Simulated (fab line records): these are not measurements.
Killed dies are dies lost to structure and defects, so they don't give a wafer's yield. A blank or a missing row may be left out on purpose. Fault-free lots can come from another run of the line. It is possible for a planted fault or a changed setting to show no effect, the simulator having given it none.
Chamber matching | flow nand-harc | NHARC_P_M2_ETCH_35 on rie-diel-01 has 4 sister chambers
The step etches the open film in N2/H2, target depth 40 nm, overetch 12 nm, time 43.94 s. 8 wafers are shown with their chamber, then 11 later ones without.

== WAFERS, EACH WITH ITS CHAMBER ==
wafer  | chamber | drypump-motor-current-A (A) | rf-vpp-V (V)
L078.2 | 3       | 6.0                         | 426
L090.1 | 0       | 5.9                         | 431
L090.5 | 2       | 5.6                         | 427
L090.6 | 3       | 6.0                         | 427
L091.2 | 1       | 6.0                         | 426
L091.3 | 0       | 6.0                         | 430
L091.6 | 2       | 5.7                         | 426
L092.4 | 1       | 5.9                         | 426

== WAFERS WHOSE CHAMBER IS MISSING ==
wafer  | drypump-motor-current-A (A) | rf-vpp-V (V)
L092.5 | 6.0                         | 430
L092.6 | 6.0                         | 427
L093.3 | 5.9                         | 426
L093.4 | 6.0                         | 429
L093.6 | 5.9                         | 426
L095.2 | 5.9                         | 425
L095.3 | 5.9                         | 430
L095.6 | 6.0                         | 426
L096.2 | 5.9                         | 427
L096.4 | 6.0                         | 426
L096.5 | 5.9                         | 425

== EACH ONE'S CHAMBER ==
wafer  | from the rows above     | in truth
L092.5 | 0                       | 0
L092.6 | can't be placed: 3 or 1 | 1
L093.3 | can't be placed: 1 or 3 | 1
L093.4 | can't be placed: 0 or 3 | 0
L093.6 | can't be placed: 1 or 3 | 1
L095.2 | can't be placed: 1 or 3 | 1
L095.3 | 0                       | 0
L095.6 | can't be placed: 1 or 3 | 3
L096.2 | can't be placed: 3 or 1 | 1
L096.4 | can't be placed: 1 or 3 | 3
L096.5 | can't be placed: 1 or 3 | 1
Correctly placed: 2 of 11. Can't be placed from these rows: 9 (the true chamber is among the candidates in 9). Placed wrongly: 0.
How it was worked out, from the rows above alone: a wafer's distance from a chamber is the root of the sum, over the readings, of the square of ((its reading less the chamber's mean) divided by the reading's scatter). The wafer belongs to the nearest chamber; if the next one is less than 2 further off, it can't be placed. A chamber's mean is the mean of its shown wafers. The scatter: the root of (the sum of the squares of (reading less its chamber's mean) over the shown wafers, divided by (wafers less chambers)).
